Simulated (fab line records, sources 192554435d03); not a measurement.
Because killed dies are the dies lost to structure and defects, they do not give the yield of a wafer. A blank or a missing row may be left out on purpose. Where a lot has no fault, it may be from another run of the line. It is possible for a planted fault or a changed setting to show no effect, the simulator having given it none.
Matching of chambers	flow n5-finfet	N5_BEOL_M10_ETCH_66 on rie-diel-05: 4 sister chambers
The step etches SOC in N2/H2, target depth 120 nm, overetch 24 nm, time 180 s. 8 wafers are shown with their chamber, then 8 later ones without.

== WAFERS PAIRED WITH THEIR CHAMBERS ==
wafer	chamber	throttle-valve-pct (%)	showerhead-plenum-p-Torr (Torr)
L076.4	3	18.21	2.59
L076.5	3	18.20	2.59
L081.3	0	17.90	2.45
L084.4	0	17.94	2.44
L088.3	2	17.64	2.61
L088.4	1	17.31	2.61
L088.5	1	17.29	2.61
L091.1	2	17.65	2.61

== WAFERS WITHOUT THEIR CHAMBER ==
wafer	throttle-valve-pct (%)	showerhead-plenum-p-Torr (Torr)
L091.5	18.28	2.58
L091.6	17.66	2.61
L093.2	17.65	2.61
L093.4	17.30	2.60
L093.6	18.28	2.58
L095.1	17.32	2.60
L095.4	17.96	2.44
L095.6	18.27	2.58

== WHICH CHAMBER EACH WENT THROUGH ==
wafer	from the rows above	in truth
L091.5	3	3
L091.6	2	2
L093.2	2	2
L093.4	1	1
L093.6	3	3
L095.1	1	1
L095.4	0	0
L095.6	3	3
Correctly placed: 8 of 8. Number that these rows cannot place: 0. 0 placed wrongly.
How it was worked out, from the rows above alone: a wafer's distance from a chamber is the root of the sum, over the readings, of the square of ((its reading less the chamber's mean) divided by the reading's scatter). The wafer belongs to the nearest chamber; if the next one is less than 2 further off, it can't be placed. For every chamber, the mean is computed from those of its wafers that are shown. The scatter is the square root of a quotient: the sum, over the shown wafers, of each reading's squared deviation from its chamber's mean, divided by wafers minus chambers.
